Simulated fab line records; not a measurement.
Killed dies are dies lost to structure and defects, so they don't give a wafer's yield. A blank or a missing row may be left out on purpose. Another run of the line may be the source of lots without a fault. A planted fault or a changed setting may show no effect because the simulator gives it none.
What tool caused it?	flow nand-harc	Sampling: 24 lots, 72 wafers, 6 of 1302 route steps

## WHAT EACH GAUGE READ, for each wafer
No reading from a measuring or inspecting step in the record can be judged against a usual standard deviation.

## EACH LOT AND THE TOOL THAT RAN IT (in order: tool; ch and the chambers of the sampled wafers; start)
lot	NHARC_A_SLIT_DEP_25	NHARC_A_SLIT_DEP_23	NHARC_A_SLIT_STRIP_18	NHARC_A_WL_FILL_ALD_00	NHARC_A_WL_FILL_STRIP_27	NHARC_A_WL_FILL_ALD_10
L074	pecvd-03 ch 0,2, day 19 13:17	pecvd-02 ch 0,2, day 19 17:37	rie-diel-09 ch 1,2,3, day 20 11:52 or earlier	ald-hk-02 ch 0,1,3, day 20 11:52	plasma-asher-01 ch 0,1, day 20 13:33	ald-hk-03 ch 0,1,2, day 20 21:49
L077	pecvd-04 ch 0,2, day 20 09:07	pecvd-03 ch 0,2, day 20 14:25	rie-diel-09 ch 0,3, day 21 08:21 or earlier	ald-hk-02 ch 1,2,3, day 21 08:21	plasma-asher-02 ch 0,1, day 21 09:59	ald-hk-02 ch 0,2,3, day 21 18:15
L076	pecvd-03 ch 0,1,2, day 20 09:10	pecvd-04 ch 0,2, day 20 14:23	rie-diel-13 ch 0,1,2, day 21 04:31 or earlier	ald-hk-02 ch 0,1,2, day 21 04:31	plasma-asher-02 ch 0,1, day 21 06:16	ald-hk-03 ch 1,2,3, day 21 10:25
L075	pecvd-02 ch 0,2, day 20 09:10	pecvd-03 ch 0,1,2, day 20 13:13	rie-diel-02 ch 0,1,2, day 21 02:59 or earlier	ald-hk-02 ch 1,2,3, day 21 02:59	plasma-asher-01 ch 0,1, day 21 04:38	ald-hk-02 ch 2,3, day 21 10:01
L079	pecvd-03 ch 0,2, day 21 05:01	pecvd-04 ch 0, day 21 09:12	rie-diel-09 ch 1,2,3, day 21 23:09 or earlier	ald-hk-02 ch 2,3, day 21 23:09	plasma-asher-02 ch 0,1, day 22 00:55	ald-hk-04 ch 0,1,2, day 22 06:19
L078	pecvd-02 ch 0,2, day 21 14:26	pecvd-02 ch 1, day 21 18:59	rie-diel-02 ch 0,1, day 22 08:50 or earlier	ald-hk-02 ch 2,3, day 22 08:50	plasma-asher-02 ch 0,1, day 22 10:31	ald-hk-04 ch 0,2, day 22 16:08
L080	pecvd-02 ch 0,1, day 21 14:40	pecvd-02 ch 0,1, day 21 20:02	rie-diel-02 ch 1,2, day 22 08:51 or earlier	ald-hk-03 ch 2,3, day 22 08:51	plasma-asher-01 ch 0,1, day 22 10:29	ald-hk-03 ch 0,1,3, day 22 17:50
L081	pecvd-03 ch 1,2, day 21 14:41	pecvd-04 ch 0,2, day 21 21:07	rie-diel-09 ch 0,2,3, day 22 13:38 or earlier	ald-hk-04 ch 0,2, day 22 13:38	plasma-asher-01 ch 0,1, day 22 15:27	ald-hk-02 ch 0,1,2, day 22 22:07
L083	pecvd-04 ch 0,1, day 23 19:35	pecvd-04 ch 0,1,2, day 24 00:14	rie-diel-02 ch 0,2, day 24 14:08 or earlier	ald-hk-03 ch 1,2, day 24 14:08	plasma-asher-01 ch 0,1, day 24 15:49	ald-hk-02 ch 0,2,3, day 24 22:00
L082	pecvd-02 ch 0,1,2, day 23 19:50	pecvd-04 ch 1,2, day 24 04:05	rie-diel-02 ch 1,2,3, day 24 18:04 or earlier	ald-hk-02 ch 0,2,3, day 24 18:04	plasma-asher-02 ch 0,1, day 24 19:41	ald-hk-02 ch 0,1,3, day 25 01:14
L084	pecvd-02 ch 0,2, day 24 00:22	pecvd-04 ch 1,2, day 24 06:16	rie-diel-02 ch 1,3, day 24 20:14 or earlier	ald-hk-02 ch 0,1,2, day 24 20:14	plasma-asher-01 ch 0,1, day 24 22:15	ald-hk-04 ch 1,2,3, day 25 01:19
L085	pecvd-04 ch 0,1,2, day 24 00:29	pecvd-02 ch 0,1,2, day 24 07:49	rie-diel-02 ch 1,3, day 24 23:13 or earlier	ald-hk-04 ch 0,1,3, day 24 23:13	plasma-asher-02 ch 0,1, day 25 00:59	ald-hk-02 ch 0,1,3, day 25 06:23
L088	pecvd-03 ch 0,2, day 24 20:31	pecvd-03 ch 0,1,2, day 25 00:41	rie-diel-09 ch 1,2, day 25 14:44 or earlier	ald-hk-04 ch 2,3, day 25 14:44	plasma-asher-01 ch 0,1, day 25 16:25	ald-hk-02 ch 1,2,3, day 25 21:47
L086	pecvd-02 ch 0,1, day 24 20:36	pecvd-02 ch 0,1,2, day 25 00:41	rie-diel-13 ch 0,1,2, day 25 14:46 or earlier	ald-hk-03 ch 0,3, day 25 14:46	plasma-asher-02 ch 0,1, day 25 16:25	ald-hk-03 ch 0,2,3, day 25 22:49
L089	pecvd-04 ch 0,2, day 25 14:17	pecvd-04 ch 0,1,2, day 25 20:36	rie-diel-13 ch 0,1,2, day 26 10:34 or earlier	ald-hk-04 ch 1,2,3, day 26 10:34	plasma-asher-01 ch 0,1, day 26 12:23	ald-hk-03 ch 1,2,3, day 26 18:49
L090	pecvd-02 ch 0,2, day 26 12:03	pecvd-03 ch 0,1,2, day 26 18:34	rie-diel-09 ch 1,3, day 27 08:31 or earlier	ald-hk-03 ch 0,1,3, day 27 08:31	plasma-asher-01 ch 0,1, day 27 10:39	ald-hk-02 ch 0,3, day 27 15:59
L087	pecvd-02 ch 0,1,2, day 26 12:15	pecvd-04 ch 0,1, day 26 22:22	rie-diel-13 ch 0,1,3, day 27 13:59 or earlier	ald-hk-04 ch 0,1,2, day 27 13:59	plasma-asher-01 ch 0,1, day 27 15:47	ald-hk-03 ch 0,1,3, day 27 23:51
L091	pecvd-03 ch 1,2, day 26 19:20	pecvd-02 ch 0,1, day 27 03:47	rie-diel-13 ch 0,1,3, day 27 18:37 or earlier	ald-hk-04 ch 0,3, day 27 18:37	plasma-asher-01 ch 0,1, day 27 21:43	ald-hk-04 ch 0,1,2, day 28 04:55
L092	pecvd-02 ch 0,1,2, day 27 12:34	pecvd-02 ch 0,1, day 27 16:59	rie-diel-13 ch 0,3, day 28 06:58 or earlier	ald-hk-04 ch 0,1,3, day 28 06:58	plasma-asher-02 ch 0,1, day 28 08:37	ald-hk-04 ch 0,1, day 28 13:50
L096	pecvd-04 ch 0,1, day 28 06:43	pecvd-03 ch 0,1, day 28 10:48	rie-diel-02 ch 1,3, day 29 00:53 or earlier	ald-hk-04 ch 0,1,2, day 29 00:53	plasma-asher-01 ch 1, day 29 02:37	ald-hk-04 ch 1,3, day 29 08:04
L094	pecvd-03 ch 0,1,2, day 28 06:44	pecvd-04 ch 0,1,2, day 28 12:20	rie-diel-02 ch 0,1,2, day 29 02:37 or earlier	ald-hk-03 ch 0,1,2, day 29 02:37	plasma-asher-01 ch 0,1, day 29 04:17	ald-hk-03 ch 0,2,3, day 29 08:11
L095	pecvd-04 ch 0,1, day 28 12:56	pecvd-02 ch 0,1,2, day 28 17:02	rie-diel-13 ch 1,3, day 29 10:23 or earlier	ald-hk-02 ch 1,2,3, day 29 10:23	plasma-asher-02 ch 1, day 29 12:14	ald-hk-04 ch 0,1, day 29 18:02
L093	pecvd-02 ch 0,1,2, day 28 12:59	pecvd-03 ch 0,1,2, day 28 17:08	rie-diel-13 ch 0,1,3, day 29 10:40 or earlier	ald-hk-02 ch 0,1,2, day 29 10:40	plasma-asher-02 ch 0,1, day 29 12:40	ald-hk-02 ch 0,1,2, day 29 17:31
L097	pecvd-04 ch 0,1,2, day 29 00:43	pecvd-03 ch 0,1, day 29 06:13	rie-diel-13 ch 0,1, day 29 20:42 or earlier	ald-hk-03 ch 0,1,2, day 29 20:42	plasma-asher-01 ch 0,1, day 29 22:19	ald-hk-03 ch 0,1,3, day 30 04:43
- NHARC_A_SLIT_DEP_25: deposits SiO2, target thk 200 nm.
- NHARC_A_SLIT_DEP_23: deposits SiON, target thk 100 nm.
- NHARC_A_SLIT_STRIP_18: strips in O2.
- NHARC_A_WL_FILL_ALD_00: deposits Al2O3, target thk 3 nm, pulse time 3 s, ald cycles 30.
- NHARC_A_WL_FILL_STRIP_27: strips in N2/H2, time 20 s.
- NHARC_A_WL_FILL_ALD_10: deposits SiO2, target thk 50 nm, pulse time 10 s, ald cycles 500.

## WHAT THE TOOLS THEMSELVES READ (means of the sampled wafers that have a number; where no wafer has one, the mark that the record gives instead)
NHARC_A_SLIT_DEP_25.
lot	tool	heater-power-w (W)	showerhead-vpp-V (V)	throttle-valve-pct (%)
L074	pecvd-03	602	1849	16.0
L077	pecvd-04	499	1747	16.2
L076	pecvd-03	536	1818	15.8
L075	pecvd-02	527	1878	16.2
L079	pecvd-03	574	1830	15.5
L078	pecvd-02	490	1932	16.7
L080	pecvd-02	453	1938	16.8
L081	pecvd-03	559	1795	15.5
L083	pecvd-04	522	1786	16.4
L082	pecvd-02	499	1924	16.7
L084	pecvd-02	468	1867	16.5
L085	pecvd-04	508	1780	16.3
L088	pecvd-03	587	1807	15.3
L086	pecvd-02	444	1954	17.0
L089	pecvd-04	541	1751	16.3
L090	pecvd-02	567	1874	16.3
L087	pecvd-02	533	1926	16.2
L091	pecvd-03	534	1788	15.3
L092	pecvd-02	529	1915	16.3
L096	pecvd-04	515	1799	16.2
L094	pecvd-03	578	1804	15.3
L095	pecvd-04	536	1725	16.6
L093	pecvd-02	531	1913	16.3
L097	pecvd-04	506	1782	16.2

NHARC_A_SLIT_DEP_23.
lot	tool	heater-power-w (W)	showerhead-vpp-V (V)
L074	pecvd-02	752	1179
L077	pecvd-03	816	1135
L076	pecvd-04	714	1088
L075	pecvd-03	738	1141
L079	pecvd-04	645	1048
L078	pecvd-02	619	1235
L080	pecvd-02	679	1218
L081	pecvd-04	719	1098
L083	pecvd-04	670	1102
L082	pecvd-04	655	1136
L084	pecvd-04	715	1137
L085	pecvd-02	675	1206
L088	pecvd-03	770	1129
L086	pecvd-02	684	1192
L089	pecvd-04	695	1109
L090	pecvd-03	778	1132
L087	pecvd-04	667	1082
L091	pecvd-02	665	1220
L092	pecvd-02	655	1205
L096	pecvd-03	733	1158
L094	pecvd-04	670	1105
L095	pecvd-02	742	1193
L093	pecvd-03	788	1137
L097	pecvd-03	716	1158

NHARC_A_SLIT_STRIP_18.
lot	tool	drypump-motor-current-A (A)	oes-product-au (a.u.)	rf-vpp-V (V)	showerhead-plenum-p-Torr (Torr)	throttle-valve-pct (%)
L074	rie-diel-09	5.8	0.994	58.6	3.54	17.036
L077	rie-diel-09	5.6	1.002	57.7	3.54	17.037
L076	rie-diel-13	5.6	1.001	57.0	3.39	17.039
L075	rie-diel-02	5.6	0.999	56.9	3.42	17.036
L079	rie-diel-09	5.7	0.996	58.0	3.54	17.035
L078	rie-diel-02	5.7	0.999	58.1	3.53	17.035
L080	rie-diel-02	5.7	0.991	56.6	3.31	17.035
L081	rie-diel-09	5.4	0.996	57.3	3.55	17.033
L083	rie-diel-02	5.4	1.000	57.3	3.43	17.041
L082	rie-diel-02	5.6	0.991	57.5	3.41	17.030
L084	rie-diel-02	5.8	0.999	57.5	3.50	17.037
L085	rie-diel-02	5.8	0.997	57.8	3.50	17.034
L088	rie-diel-09	5.9	0.994	58.2	3.55	17.035
L086	rie-diel-13	5.6	0.994	57.4	3.39	17.028
L089	rie-diel-13	5.6	0.999	57.1	3.39	17.041
L090	rie-diel-09	6.1	1.003	57.7	3.55	17.034
L087	rie-diel-13	5.6	0.989	58.2	3.45	17.038
L091	rie-diel-13	5.6	0.998	57.2	3.45	17.040
L092	rie-diel-13	6.1	0.998	57.1	3.50	17.038
L096	rie-diel-02	5.9	0.989	57.1	3.41	17.037
L094	rie-diel-02	5.6	0.998	57.8	3.42	17.032
L095	rie-diel-13	5.3	0.995	57.2	3.43	17.031
L093	rie-diel-13	5.7	0.994	57.8	3.45	17.034
L097	rie-diel-13	5.2	0.986	57.1	3.39	17.034

NHARC_A_WL_FILL_ALD_00.
lot	tool	heater-power-w (W)	precursor-pulse-height-rel
L074	ald-hk-02	454	1.027
L077	ald-hk-02	435	0.990
L076	ald-hk-02	481	1.009
L075	ald-hk-02	436	1.012
L079	ald-hk-02	419	0.998
L078	ald-hk-02	411	0.996
L080	ald-hk-03	537	1.000
L081	ald-hk-04	461	1.002
L083	ald-hk-03	570	0.989
L082	ald-hk-02	444	1.023
L084	ald-hk-02	473	0.989
L085	ald-hk-04	459	0.995
L088	ald-hk-04	525	0.996
L086	ald-hk-03	441	0.994
L089	ald-hk-04	474	0.977
L090	ald-hk-03	467	1.015
L087	ald-hk-04	439	1.009
L091	ald-hk-04	474	0.999
L092	ald-hk-04	466	0.996
L096	ald-hk-04	436	0.983
L094	ald-hk-03	514	1.000
L095	ald-hk-02	431	1.005
L093	ald-hk-02	480	1.002
L097	ald-hk-03	515	0.999

NHARC_A_WL_FILL_STRIP_27.
lot	tool	drypump-motor-current-A (A)	heater-power-w (W)
L074	plasma-asher-01	5.47	331
L077	plasma-asher-02	5.69	399
L076	plasma-asher-02	5.71	400
L075	plasma-asher-01	5.46	324
L079	plasma-asher-02	5.71	395
L078	plasma-asher-02	5.70	395
L080	plasma-asher-01	5.51	326
L081	plasma-asher-01	5.51	328
L083	plasma-asher-01	5.52	325
L082	plasma-asher-02	5.68	391
L084	plasma-asher-01	5.46	321
L085	plasma-asher-02	5.73	376
L088	plasma-asher-01	5.47	318
L086	plasma-asher-02	5.69	397
L089	plasma-asher-01	5.50	328
L090	plasma-asher-01	5.47	321
L087	plasma-asher-01	5.47	316
L091	plasma-asher-01	5.52	326
L092	plasma-asher-02	5.71	387
L096	plasma-asher-01	5.57	330
L094	plasma-asher-01	5.47	320
L095	plasma-asher-02	5.63	403
L093	plasma-asher-02	5.74	377
L097	plasma-asher-01	5.47	320

NHARC_A_WL_FILL_ALD_10.
lot	tool	heater-power-w (W)	precursor-pulse-height-rel
L074	ald-hk-03	521	0.981
L077	ald-hk-02	446	1.010
L076	ald-hk-03	510	1.008
L075	ald-hk-02	418	0.991
L079	ald-hk-04	443	0.987
L078	ald-hk-04	461	0.994
L080	ald-hk-03	463	0.999
L081	ald-hk-02	471	0.997
L083	ald-hk-02	441	0.990
L082	ald-hk-02	450	1.017
L084	ald-hk-04	480	1.014
L085	ald-hk-02	447	0.997
L088	ald-hk-02	434	0.990
L086	ald-hk-03	485	1.022
L089	ald-hk-03	507	0.999
L090	ald-hk-02	421	0.987
L087	ald-hk-03	473	0.995
L091	ald-hk-04	439	0.995
L092	ald-hk-04	426	1.015
L096	ald-hk-04	454	1.012
L094	ald-hk-03	484	1.007
L095	ald-hk-04	426	0.990
L093	ald-hk-02	478	1.000
L097	ald-hk-03	468	1.006

## THE ANSWER, worked out from the rows above alone
Rule: what is usual is taken from the lots themselves. The widest of any qualifying gaps counts: lots, ordered by their means at a reading, are off when they make up no more than a third of the lots, leave a main group of 4 or more, and stand apart from it by 3 or more times the standard deviation of that group's means. If all means in a main group match to the digits the tables above print for the reading, that group is not used. A lot without any number at a reading at which 4 lots or more have one is off too. Where the step has rows for the other lots, those lots are counted as sound. Order of review: gauges by route order, followed by the tools' own readings, for which a lot's mean as printed above is used. The first step at which some lot is off is used, and at that step the reading that is off furthest; a lot without a number counts as furthest.
Across all readings shown, no lot is off: no conclusion can be drawn from this.

## WHAT WAS PUT IN BY THE SIMULATOR
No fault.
